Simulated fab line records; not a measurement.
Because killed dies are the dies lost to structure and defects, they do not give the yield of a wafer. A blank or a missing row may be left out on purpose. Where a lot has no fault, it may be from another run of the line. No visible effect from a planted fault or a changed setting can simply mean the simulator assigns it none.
Comparing a struck lot with a sound one	flow n5_finfet	15 steps out of a route of 1938
Sound: the wafers L743.2, L743.4, L743.6. Wafers L751.3, L751.4, L751.5 were the ones struck. Last of all comes the cause.
For every step that has rows: the tool of each side, followed by ch and its chambers, followed by its first start. Under that, the readings that differ: sound wafers	struck wafers	difference of the means	sigmas: that difference in standard deviations of wafers without a fault.
alike: words and numbers the same on both sides, and readings whose means are apart by under 2 such deviations; not compared: readings that were withheld, readings missing a value for some wafer, numbers with overlapping values and no deviation given by the record, and bounds like >300 which may hide the same value.
A row with sigmas, a row that says differs or no value, or rows on one side alone: a step with any of these is where the two part. Non-overlapping numbers with no deviation appear without sigmas and do not part them. A reading missing from all wafers of one side parts the sides only when that side holds two or more wafers.

N5_BEOL_M11_CMP_52: polishes, stops on SiCOH lowk, t overpolish 7 s, target thk 140 nm.
  sound on cmp-01 ch 0,1,3, day 11 18:46; struck on cmp-04 ch 0,1,3, day 13 06:56
  alike: barrier_field_endpoint_s, edge_zone_pressure_frac, motor_current_A, overpolish_run_s, retaining_ring_pressure_frac, slurry_flow_ml_min, time_to_endpoint_s
N5_BEOL_M11_THK_MEAS_53: measures by xrf.
  sound on film_metro-01 at day 11 19:02; struck on film_metro-02 at day 13 07:10
  alike: M11_THK
then, 1 step without rows for these wafers: N5_BEOL_M11_PRE_CLEAN_55 (time 15 s).
N5_BEOL_M11_DEP_56: deposits SiCN from 3MS/NH3, target thk 30 nm, time 10.5 s.
  sound on pecvd-02 ch 1,2, day 11 19:05; struck on pecvd-02 ch 0,1, day 13 07:13
  alike: showerhead_plenum_p_Torr, throttle_valve_pct
N5_BEOL_M11_RS_MEAS_57: measures by four-point-probe.
  sound on film_metro-02 at day 11 19:10; struck on film_metro-02 at day 13 07:17
  alike: M11_RS
N5_BEOL_M11_INSPECT_58: inspects for defects (darkfield).
  sound on defect_inspect-02 at day 11 19:11; struck on defect_inspect-01 at day 13 07:19
  alike: raw_defect_count
N5_BEOL_M12_ILD_DEP_00: deposits SiOC from DEMS/O2, target thk 658.92 nm, time 130.7 s.
  sound on pecvd-01 ch 0,1,2, day 11 19:13; struck on pecvd-04 ch 0,1,2, day 13 07:20
  alike: heater_power_w, showerhead_plenum_p_Torr, throttle_valve_pct
N5_BEOL_M12_THK_MEAS_01:
  sound on film_metro-01 at day 11 19:21; struck on film_metro-02 at day 13 07:28
  alike: M12_ILD_THK
then, 4 steps without rows for these wafers: N5_BEOL_M12_COAT_58 (time 60 s, resist thk 89 nm); N5_BEOL_M12_COAT_04 (resist thk 400 nm); N5_BEOL_M12_EBR_06; N5_BEOL_M12_SOFTBAKE_05 (time 60 s).
N5_BEOL_M12_EXPOSE_07: exposes mask V11.
  sound on krf_scanner-02 ch 0, day 11 19:37; struck on krf_scanner-02 ch 0, day 13 07:44
reading	sound	struck	difference	sigmas
exposure_dose_mJ_cm2	32.47 32.49 32.46	30.92 30.88 30.90	-1.57	-51
  alike: mask
then, 1 step without rows for these wafers: N5_BEOL_M12_PEB_08 (peb time 90 s).
N5_PASSIVATION_PROBE_49:
  rows exist in the record for the sound wafers here (prober-01, day 13 06:16), none for the struck ones

== WHERE THEY PART ==
Last at N5_PASSIVATION_PROBE_49 as far as this record goes, first at N5_BEOL_M12_EXPOSE_07.

WHY: what had been put in by the simulator
Drift in process parameters on krf_scanner-02 at N5_BEOL_M12_EXPOSE_07, starting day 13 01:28. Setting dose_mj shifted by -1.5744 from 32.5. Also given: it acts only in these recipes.
